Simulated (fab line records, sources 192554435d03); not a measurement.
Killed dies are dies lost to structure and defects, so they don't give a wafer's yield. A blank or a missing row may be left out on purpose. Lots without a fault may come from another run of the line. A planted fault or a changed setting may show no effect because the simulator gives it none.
fab line records | flow n5_finfet
record lots=12 wafers=34 last_day=17
route steps=1938 shown BEOL_M7@1310 TV_LITHO@1883 PAD_METAL@1895 PASSIVATION@1906
lots that met no fault: from a run of the same line without faults
start_h: hours from the record's first day to the start of the lot's first wafer shown | wait_h: hours since the lot's step before | " the same as in the row above | L1.1+2: a row that stands for several wafers | - no value, or no start given | * or withheld: withheld | < > ~ a bound
route shown NAME@n: a module of which the file shows steps, and the number in the route of the first | usual: mean/standard deviation of fault-free wafers | same: alike in all rows | chamber/n: place in a boat | sites: the reading at each site | _std_site: their standard deviation | _edge_site: outer sites' mean less inner sites' | radius_mm: how far each site lies from the wafer's centre | mask NAME#n: copy n | behind: the tool/chamber that last shaped the wafer | hold: why the lot was held/for how many hours/how that ended | device: the transistor (n, p or np) that didn't switch | end of line: the same wafers' tests at the end of the route | a step without rows: its recipe alone | killed: dies lost to structure and defects at the first sort, not the wafer's yield | map: a wafer's dies, x killed, . not, _ none there
set.NAME: the setting as run; set.NAME@STEP: as run at that earlier step | model.NAME: the simulator's own value behind a step, which no gauge read
steps of the route over a sample of lots; a table a step, a row a wafer
services: from which hour (start_h, from the record's first day; less than 0 if before it) a tool's chamber was out of use, for how many hours, and why
## steps
# step N5_BEOL_M7_STRIP_80
# recipe chemistry=N2/H2 time_s=10 power_w=450 temp_c=40 pressure_mtorr=20 rf_frequency_hz=6e+07 bias_power_w=7 n2_flow_sccm=200 h2_flow_sccm=200
# usual drypump_motor_current_A=5.9/0.35 n2_flow_sccm=200.0/0.53 oes_product_au=0.77/0.069 rf_vpp_V=59.0/0.92 showerhead_plenum_p_Torr=2.48/0.11 throttle_valve_pct=23.6/0.35
# columns lot.wafer tool chamber start_h wait_h drypump_motor_current_A n2_flow_sccm oes_product_au rf_hours_counter_h rf_vpp_V showerhead_plenum_p_Torr throttle_valve_pct
L901.2 rie_diel-02 1 203.52 - 6.0 199.7 0.69 205 57.9 2.38 23.5
L901.5 " 3 " " 6.2 201.2 0.83 - 59.6 2.44 23.5
L903.1 rie_diel-05 2 205.68 - 6.0 200.4 0.75 143 58.5 2.34 23.4
L903.4 " 0 " " 5.5 199.9 0.87 66 59.3 2.46 23.1
L903.6 " 2 " " 6.0 199.7 0.74 - 58.0 2.34 23.4
L902.2 rie_diel-05 2 224.87 - 6.0 200.1 0.74 147 59.6 2.34 23.4
L902.5 " 1 " " 5.5 199.7 0.71 - 59.4 2.40 24.3
L902.6 " 0 " " 5.5 200.0 0.85 - 59.7 2.46 23.1
L906.2 rie_diel-05 0 235.77 - 5.5 200.0 0.85 75 58.6 2.46 23.1
L906.4 " 2 " " 6.0 199.8 0.74 150 56.4 2.34 23.4
L906.6 " 1 " " 5.5 199.8 0.70 - 60.1 2.40 24.4
L909.1 rie_diel-05 1 243.57 - 5.5 200.1 0.70 223 58.7 2.40 24.3
L909.4 " 3 " " 5.9 200.2 0.76 167 59.3 2.64 24.0
L909.5 " 0 " " 5.5 199.0 0.85 - 59.8 2.46 23.1
L910.1 rie_diel-05 1 251.09 - 5.5 199.7 0.70 225 59.6 2.40 24.3
L910.4 " 0 " " 5.5 200.9 0.85 79 58.9 2.46 23.1
L910.5 " 3 " " 5.9 199.8 0.76 - 59.0 2.64 24.0
L915.1 rie_diel-06 2 292.43 - 5.6 200.7 0.73 183 59.9 2.65 23.8
L915.4 " 3 " " 6.4 200.4 0.86 - 58.2 2.48 23.3
L915.5 " 0 " " 6.3 199.7 0.84 - 60.3 2.56 23.6
L920.2 rie_diel-02 3 317.42 - 6.2 199.8 0.79 120 60.0 2.43 23.5
L920.3 " 2 " " 5.7 198.9 0.82 83 60.4 2.69 23.9
L922.1 rie_diel-05 3 319.42 - 5.9 200.2 0.74 193 59.2 2.63 24.1
L922.3 " 0 " " 5.5 200.0 0.83 94 58.4 2.45 23.1
L922.6 " 2 " " 6.0 199.8 0.71 - 60.4 2.33 23.4
L923.2 rie_diel-02 3 326.60 - 6.2 200.5 0.79 123 58.1 2.43 23.5
L923.3 " 2 " " 5.7 198.8 0.83 85 59.8 2.69 23.9
L923.5 " 3 " " 6.2 200.2 0.80 - 58.2 2.43 23.5
L921.1 rie_diel-06 3 327.12 - 6.4 201.2 0.84 61 59.9 2.48 23.3
L921.4 " 0 " " 6.3 199.9 0.82 96 58.2 2.56 23.6
L921.5 " 1 " " 5.8 200.0 0.99 - 59.9 2.71 23.4
L924.1 rie_diel-05 2 339.15 - 6.0 200.7 0.71 184 58.6 2.33 23.4
L924.2 " 3 " " 6.0 199.7 0.74 200 59.2 2.63 24.1
L924.3 " 0 " " 5.5 199.5 0.83 101 59.7 2.45 23.1
# step N5_PASSIVATION_CD_MEAS_10
# recipe target_cd_nm=3000 landing_energy_ev=500 detector=se_inlens
# usual cd_nm=3000/3.5
# columns lot.wafer tool chamber start_h wait_h cd_nm
L901.2 cd_sem-02 0 285.08 - 2996
L901.5 " 0 " " 2999
L903.1 cd_sem-03 0 285.24 - 2994
L903.4 " 0 " " 2989
L903.6 " 0 " " 2998
L902.2 cd_sem-01 0 285.40 - 3000
L902.5 " 0 " " 3000
L902.6 " 0 " " 3003
L906.2 cd_sem-02 0 313.85 - 2998
L906.4 " 0 " " 2996
L906.6 " 0 " " 2997
L909.1 cd_sem-01 0 314.98 - 2995
L909.4 " 0 " " 2997
L909.5 " 0 " " 3000
L910.1 cd_sem-02 0 316.76 - 2999
L910.4 " 0 " " 2995
L910.5 " 0 " " 2999
L915.1 cd_sem-01 0 375.25 - 2998
L915.4 " 0 " " 3004
L915.5 " 0 " " 3001
L920.2 cd_sem-01 0 392.40 - 3001
L920.3 " 0 " " 3002
L922.1 cd_sem-03 0 392.52 - 3002
L922.3 " 0 " " 3005
L922.6 " 0 " " 3001
L923.2 cd_sem-01 0 396.01 - 2997
L923.3 " 0 " " 2999
L923.5 " 0 " " 3003
L921.1 cd_sem-03 0 402.55 - 2999
L921.4 " 0 " " 3004
L921.5 " 0 " " 3000
L924.1 cd_sem-01 0 407.57 - 3005
L924.2 " 0 " " 3006
L924.3 " 0 " " 3002
# step N5_PASSIVATION_SPUTTER_20
# recipe material=TaN target_thk_a=500 temp_c=25 chamber_pressure_pa=0.4
# usual throttle_valve_pct=30.4/0.91
# columns lot.wafer tool chamber start_h wait_h throttle_valve_pct
L901.2 pvd_sputter-02 - 286.36 0.0 32.6
L901.5 " - " " 29.3
L903.1 pvd_sputter-02 - 286.94 0.0 32.2
L903.4 " - " " 29.1
L903.6 " - " " 29.5
L902.2 pvd_sputter-01 - 287.26 0.0 30.4
L902.5 " - " " 30.6
L902.6 " - " " 30.4
L906.2 pvd_sputter-02 - 314.71 0.0 29.1
L906.4 " - " " 30.7
L906.6 " - " " 29.1
L909.1 pvd_sputter-01 - 317.06 0.0 30.5
L909.4 " - " " 30.6
L909.5 " - " " 29.3
L910.1 pvd_sputter-03 - 317.95 0.0 30.7
L910.4 " - " " 30.6
L910.5 " - " " 30.5
L915.1 pvd_sputter-02 - 376.74 0.0 29.6
L915.4 " - " " 30.9
L915.5 " - " " 31.1
L920.2 pvd_sputter-03 - 393.38 0.0 31.0
L920.3 " - " " 29.8
L922.1 pvd_sputter-02 - 393.72 0.0 32.6
L922.3 " - " " 30.9
L922.6 " - " " 29.2
L923.2 pvd_sputter-01 - 396.93 0.0 30.7
L923.3 " - " " 30.3
L923.5 " - " " 30.7
L921.1 pvd_sputter-02 - 403.53 0.0 29.3
L921.4 " - " " 31.2
L921.5 " - " " 30.9
L924.1 pvd_sputter-03 - 408.42 0.0 30.5
L924.2 " - " " 29.7
L924.3 " - " " 30.6
# step N5_PASSIVATION_OVL_MEAS_63
# recipe points_per_wafer=44
# usual PAD_OVL=4/4.6
# same points_per_wafer=44
# columns lot.wafer tool chamber start_h wait_h PAD_OVL[nm]
L901.2 overlay-02 0 286.96 0.0 1
L901.5 " 0 " " 7
L903.1 overlay-02 0 287.58 0.1 6
L903.4 " 0 " " 6
L903.6 " 0 " " 8
L902.2 overlay-02 0 287.86 0.0 7
L902.5 " 0 " " 5
L902.6 " 0 " " 1
L906.2 overlay-02 0 315.31 0.0 12
L906.4 " 0 " " 6
L906.6 " 0 " " 5
L909.1 overlay-01 0 317.67 0.0 2
L909.4 " 0 " " 3
L909.5 " 0 " " 6
L910.1 overlay-01 0 318.55 0.0 8
L910.4 " 0 " " 8
L910.5 " 0 " " 7
L915.1 overlay-02 0 377.46 0.0 9
L915.4 " 0 " " 3
L915.5 " 0 " " 1
L920.2 overlay-01 0 394.11 0.0 7
L920.3 " 0 " " 5
L922.1 overlay-02 0 394.32 0.0 0
L922.3 " 0 " " 3
L922.6 " 0 " " 0
L923.2 overlay-02 0 397.53 0.0 3
L923.3 " 0 " " 5
L923.5 " 0 " " 3
L921.1 overlay-01 0 404.28 0.0 -3
L921.4 " 0 " " 1
L921.5 " 0 " " 1
L924.1 overlay-02 0 409.02 0.0 3
L924.2 " 0 " " 4
L924.3 " 0 " " 5
# step N5_PASSIVATION_PROBE_49
# usual defect_limited_yield=91.1/1.4 killed_at_M0_to_M3=36/9.9 killed_at_M4_up=13/5.8 killed_at_contacts=14/5.9 killed_at_front_end=39/11 killed_at_other=3.4/2.9 killed_dies=105/17 killed_open=70/13 killed_short=34/7.3 sort_bin_5_function=5.3/1 sort_bin_6_memory=3.3/0.62 sort_n_pass=1075/17 sort_yield_pct=91.1/1.4
# same gross_dies=1180 killed_at_back_side=0 sort_bin_4_leakage[%]=0 sort_bin_8_speed[%]=0
# columns lot.wafer tool chamber start_h wait_h defect_limited_yield[%] killed_at_M0_to_M3 killed_at_M4_up killed_at_contacts killed_at_front_end killed_at_other killed_dies killed_open killed_short sort_bin_5_function[%] sort_bin_6_memory[%] sort_n_pass sort_yield_pct[%]
L903.1 prober-01 - 292.63 0.0 90.4 36 12 16 44 5 113 75 36 5.9 3.1 1067 90.4
L903.4 prober-01 - 292.78 0.2 92.4 35 17 10 23 5 90 57 33 4.3 3.3 1090 92.4
L903.6 prober-01 - 292.88 0.3 90.3 39 9 16 45 6 115 77 37 6.2 3.0 1065 90.3
L906.2 prober-02 - 320.27 0.1 90.8 31 19 9 44 5 108 63 45 5.0 4.1 1072 90.8
L906.4 prober-02 - 320.37 0.2 90.9 31 11 13 47 5 107 77 30 5.6 3.4 1073 90.9
L906.6 prober-02 - 320.47 0.3 91.9 41 11 7 30 6 95 62 33 4.7 3.0 1085 91.9
L909.1 prober-01 - 322.65 0.0 78.3 19 174 17 45 1 256 70 26 14.1 3.9 924 78.3
L909.4 prober-01 - 322.80 0.2 80.3 20 161 13 34 4 232 59 23 10.8 4.6 948 80.3
L909.5 prober-01 - 322.85 0.2 80.6 36 125 23 45 0 229 68 43 11.7 4.4 951 80.6
L910.1 prober-01 - 323.79 0.0 79.2 43 163 8 25 7 246 57 34 13.3 4.0 934 79.2
L910.4 prober-01 - 323.94 0.2 82.3 38 127 5 38 1 209 69 21 10.3 4.1 971 82.3
L910.5 prober-01 - 323.99 0.2 82.4 28 153 1 22 4 208 42 16 10.4 3.5 972 82.4
L920.2 prober-01 - 399.43 0.1 89.8 42 15 9 52 2 120 75 42 6.3 3.6 1060 89.8
L920.3 prober-01 - 399.48 0.1 89.2 44 21 11 52 0 128 85 39 6.4 4.1 1052 89.2
L922.1 prober-01 - 400.45 0.0 91.9 34 11 15 36 0 96 65 28 4.7 2.9 1084 91.9
L922.3 prober-01 - 400.55 0.1 91.4 37 16 21 25 2 101 66 34 4.8 3.5 1079 91.4
L922.6 prober-01 - 400.70 0.3 91.1 45 15 17 26 2 105 68 36 5.4 3.2 1075 91.1
L923.2 prober-02 - 404.79 0.1 90.6 36 18 23 26 8 111 77 34 5.3 3.8 1069 90.6
L923.3 prober-02 - 404.84 0.1 89.2 34 15 29 43 7 128 97 31 6.9 3.7 1052 89.2
L923.5 prober-02 - 404.94 0.2 91.3 38 11 19 31 4 103 62 41 4.8 3.7 1077 91.3
L921.1 prober-01 - 411.01 0.0 90.9 30 32 10 29 6 107 77 27 5.9 2.7 1073 90.9
L921.4 prober-01 - 411.16 0.2 91.8 19 25 17 35 1 97 68 29 4.7 3.1 1083 91.8
L921.5 prober-01 - 411.21 0.2 91.4 29 20 15 36 1 101 70 30 5.7 2.5 1079 91.4
# killed by level:class
L903.1 BEOL_M3:geometric_particle:open=13 FIN_SAQP:geometric_particle:short=12 MOL_CONTACT_COAG:geometric_particle:open=12 FIN_SAQP:geometric_particle:open=10 STI_FIN_REVEAL:geometric_particle:open=6 BEOL_M1:geometric_particle:open=6 MOL_CONTACT_COAG:geometric_particle:short=4 BEOL_M2:geometric_particle:open=4
L903.4 MOL_CONTACT_COAG:geometric_particle:open=9 FIN_SAQP:geometric_particle:short=7 BEOL_M0:geometric_particle:open=7 BEOL_M2:geometric_particle:open=7 GATE_CUT:geometric_particle:short=5 BEOL_M1:geometric_particle:short=5 BEOL_M1:geometric_particle:open=5 FIN_SAQP:geometric_particle:open=4
L903.6 MOL_CONTACT_COAG:geometric_particle:open=11 BEOL_M0_SAQP:geometric_particle:open=11 STI_FIN_REVEAL:geometric_particle:open=10 BEOL_M0_SAQP:geometric_particle:short=8 FIN_SAQP:geometric_particle:open=7 BEOL_M3:geometric_particle:open=7 BEOL_M1:geometric_particle:short=6 DUMMY_GATE:geometric_particle:open=5
L906.2 BEOL_M0_SAQP:geometric_particle:short=15 STI_FIN_REVEAL:geometric_particle:open=12 FIN_SAQP:geometric_particle:open=10 MOL_CONTACT_COAG:geometric_particle:open=7 BEOL_M0_SAQP:geometric_particle:open=6 FIN_SAQP:geometric_particle:short=5 BEOL_M5:geometric_particle:short=5 BEOL_M8:geometric_particle:open=4
L906.4 DUMMY_GATE:geometric_particle:open=13 FIN_SAQP:geometric_particle:open=12 MOL_CONTACT_COAG:geometric_particle:open=10 BEOL_M0_SAQP:geometric_particle:short=10 BEOL_M0_SAQP:geometric_particle:open=7 BEOL_M3:geometric_particle:open=7 FIN_SAQP:geometric_particle:short=6 BEOL_M4:geometric_particle:open=6
L906.6 BEOL_M3:geometric_particle:open=10 FIN_SAQP:geometric_particle:open=8 BEOL_M0_SAQP:geometric_particle:short=8 FIN_SAQP:geometric_particle:short=6 DUMMY_GATE:geometric_particle:open=6 BEOL_M2:geometric_particle:open=6 STI_FIN_REVEAL:geometric_particle:open=5 MOL_CONTACT_COAG:geometric_particle:open=5
L909.1 BEOL_M7:unspecified=159 MOL_CONTACT_COAG:geometric_particle:open=15 STI_FIN_REVEAL:geometric_particle:open=11 FIN_SAQP:geometric_particle:open=9 BEOL_M2:geometric_particle:open=5 GATE_CUT:geometric_particle:open=4 BEOL_M3:geometric_particle:open=4 FIN_SAQP:geometric_particle:short=3
L909.4 BEOL_M7:unspecified=150 STI_FIN_REVEAL:geometric_particle:open=11 MOL_CONTACT_COAG:geometric_particle:open=10 BEOL_M2:geometric_particle:open=6 BEOL_M0_SAQP:geometric_particle:short=5 FIN_SAQP:geometric_particle:open=4 BEOL_M0_SAQP:geometric_particle:open=4 BEOL_M3:geometric_particle:open=4
L909.5 BEOL_M7:unspecified=118 MOL_CONTACT_COAG:geometric_particle:open=16 STI_FIN_REVEAL:geometric_particle:open=15 BEOL_M0_SAQP:geometric_particle:short=13 FIN_SAQP:geometric_particle:short=9 BEOL_M0_SAQP:geometric_particle:open=9 MOL_CONTACT_COAG:geometric_particle:short=7 FIN_SAQP:geometric_particle:open=5
L910.1 BEOL_M7:unspecified=154 BEOL_M0_SAQP:geometric_particle:open=8 BEOL_M0_SAQP:geometric_particle:short=7 BEOL_M1:geometric_particle:open=6 BEOL_M0:geometric_particle:open=6 BEOL_M2:geometric_particle:open=6 MOL_CONTACT_COAG:geometric_particle:open=5 BEOL_M3:geometric_particle:open=5
L910.4 BEOL_M7:unspecified=118 BEOL_M0_SAQP:geometric_particle:open=10 DUMMY_GATE:geometric_particle:open=7 STI_FIN_REVEAL:geometric_particle:open=6 BEOL_M0_SAQP:geometric_particle:short=6 BEOL_M2:geometric_particle:open=6 GATE_CUT:geometric_particle:open=5 MOL_CONTACT_COAG:geometric_particle:open=5
L910.5 BEOL_M7:unspecified=150 BEOL_M2:geometric_particle:open=15 FIN_SAQP:geometric_particle:short=4 FIN_SAQP:geometric_particle:open=4 STI_FIN_REVEAL:geometric_particle:open=4 BEOL_M1:geometric_particle:open=4 ILD0:geometric_particle:open=2 ILD0:geometric_particle:short=2
L920.2 FIN_SAQP:geometric_particle:short=16 FIN_SAQP:geometric_particle:open=11 BEOL_M3:geometric_particle:open=10 STI_FIN_REVEAL:geometric_particle:open=9 BEOL_M2:geometric_particle:open=8 BEOL_M0_SAQP:geometric_particle:open=8 MOL_CONTACT_COAG:geometric_particle:open=7 BEOL_M0_SAQP:geometric_particle:short=6
L920.3 FIN_SAQP:geometric_particle:open=14 BEOL_M2:geometric_particle:open=12 BEOL_M3:geometric_particle:open=11 BEOL_M4:geometric_particle:open=11 STI_FIN_REVEAL:geometric_particle:open=8 MOL_CONTACT_COAG:geometric_particle:open=7 FIN_SAQP:geometric_particle:short=6 BEOL_M0_SAQP:geometric_particle:short=6
L922.1 MOL_CONTACT_COAG:geometric_particle:open=11 STI_FIN_REVEAL:geometric_particle:open=9 BEOL_M0_SAQP:geometric_particle:short=8 FIN_SAQP:geometric_particle:open=7 GATE_CUT:geometric_particle:open=7 BEOL_M3:geometric_particle:open=7 BEOL_M2:geometric_particle:open=6 FIN_SAQP:geometric_particle:short=4
L922.3 MOL_CONTACT_COAG:geometric_particle:open=14 BEOL_M0_SAQP:geometric_particle:short=13 STI_FIN_REVEAL:geometric_particle:open=7 MOL_CONTACT_COAG:geometric_particle:short=7 BEOL_M2:geometric_particle:open=7 BEOL_M4:geometric_particle:open=7 FIN_SAQP:geometric_particle:open=5 BEOL_M3:geometric_particle:open=5
L922.6 MOL_CONTACT_COAG:geometric_particle:open=15 BEOL_M0_SAQP:geometric_particle:short=12 BEOL_M1:geometric_particle:open=10 BEOL_M0_SAQP:geometric_particle:open=7 FIN_SAQP:geometric_particle:short=6 FIN_SAQP:geometric_particle:open=5 BEOL_M3:geometric_particle:open=5 BEOL_M4:geometric_particle:open=4
L923.2 MOL_CONTACT_COAG:geometric_particle:open=21 BEOL_M0_SAQP:geometric_particle:short=11 BEOL_M0_SAQP:geometric_particle:open=10 FIN_SAQP:geometric_particle:open=9 BEOL_M5:geometric_particle:open=7 STI_FIN_REVEAL:geometric_particle:open=6 BEOL_M1:geometric_particle:open=5 FIN_SAQP:geometric_particle:short=4
L923.3 MOL_CONTACT_COAG:geometric_particle:open=27 STI_FIN_REVEAL:geometric_particle:open=11 BEOL_M0_SAQP:geometric_particle:open=9 FIN_SAQP:geometric_particle:open=7 BEOL_M4:geometric_particle:open=7 BEOL_M0_SAQP:geometric_particle:short=6 BEOL_M2:geometric_particle:open=6 FIN_SAQP:geometric_particle:short=5
L923.5 MOL_CONTACT_COAG:geometric_particle:open=15 BEOL_M0_SAQP:geometric_particle:short=15 FIN_SAQP:geometric_particle:short=7 STI_FIN_REVEAL:geometric_particle:open=7 BEOL_M0_SAQP:geometric_particle:open=7 BEOL_M3:geometric_particle:open=6 FIN_SAQP:geometric_particle:open=4 MOL_CONTACT_COAG:geometric_particle:short=4
L921.1 BEOL_M4:geometric_particle:open=22 MOL_CONTACT_COAG:geometric_particle:open=10 BEOL_M2:geometric_particle:open=9 BEOL_M0_SAQP:geometric_particle:open=7 STI_FIN_REVEAL:geometric_particle:open=6 BEOL_M4:geometric_particle:short=6 DUMMY_GATE:geometric_particle:open=5 BEOL_M3:geometric_particle:open=5
L921.4 BEOL_M4:geometric_particle:open=18 MOL_CONTACT_COAG:geometric_particle:open=13 FIN_SAQP:geometric_particle:short=8 DUMMY_GATE:geometric_particle:open=7 STI_FIN_REVEAL:geometric_particle:open=5 BEOL_M2:geometric_particle:open=5 BEOL_M3:geometric_particle:open=5 MOL_CONTACT_COAG:geometric_particle:short=4
L921.5 MOL_CONTACT_COAG:geometric_particle:open=15 BEOL_M4:geometric_particle:open=14 STI_FIN_REVEAL:geometric_particle:open=11 BEOL_M3:geometric_particle:open=10 FIN_SAQP:geometric_particle:short=6 BEOL_M3:geometric_particle:short=6 DUMMY_GATE:geometric_particle:open=5 STARTING-WAFER:geometric_particle:short=5
## services
# columns tool chamber start_h hours kind
rie_diel-02 3 192.97 4.2 repair
rie_diel-02 2 230.43 75.0 repair
rie_diel-02 - 257.21 15.6 pm
rie_diel-05 0 261.54 19.9 repair
rie_diel-06 2 264.89 6.7 repair
rie_diel-02 0 278.05 4.4 repair
rie_diel-05 - 298.29 4.3 pm
rie_diel-06 2 307.35 1.8 repair
rie_diel-06 2 309.34 9.4 repair
rie_diel-05 1 325.31 - clean
rie_diel-05 1 325.31 - consumable_replace:focus_ring
rie_diel-05 1 325.31 - consumable_replace:showerhead
rie_diel-05 1 325.31 28.2 scheduled_down
rie_diel-05 1 325.31 28.2 vent_cycle
rie_diel-02 1 337.28 - clean
rie_diel-02 1 337.28 - consumable_replace:focus_ring
rie_diel-02 1 337.28 - consumable_replace:showerhead
rie_diel-02 1 337.28 20.4 scheduled_down
rie_diel-02 1 337.28 20.4 vent_cycle
rie_diel-02 3 348.17 1.7 repair
rie_diel-06 3 351.73 3.7 repair
rie_diel-05 0 365.05 20.0 repair
rie_diel-06 0 370.50 2.6 repair
pvd_sputter-02 - 371.63 0.5 repair
## key
first_sign step=N5_PASSIVATION_PROBE_49 reading=killed_at_M4_up direction=up sigmas=24 usual=13 struck=150
effect step=N5_PASSIVATION_PROBE_49 reading=defect_limited_yield direction=down sigmas=7.4 usual=91.1 struck=80.5
more_kills_born_at N5_BEOL_M7_STRIP_80@rie_diel-05=849
met_at N5_BEOL_M7_STRIP_80
struck_lots L909,L910
not_acting_at N5_PASSIVATION_CD_MEAS_10,N5_PASSIVATION_SPUTTER_20,N5_PASSIVATION_OVL_MEAS_63
onset_between 235.77 243.57
fault kind=chamber_particle_source tool=rie_diel-05 chamber=- onset_h=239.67 steps=N5_BEOL_M7_STRIP_80 rate_per_visit_cm2=1.638 end_h=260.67
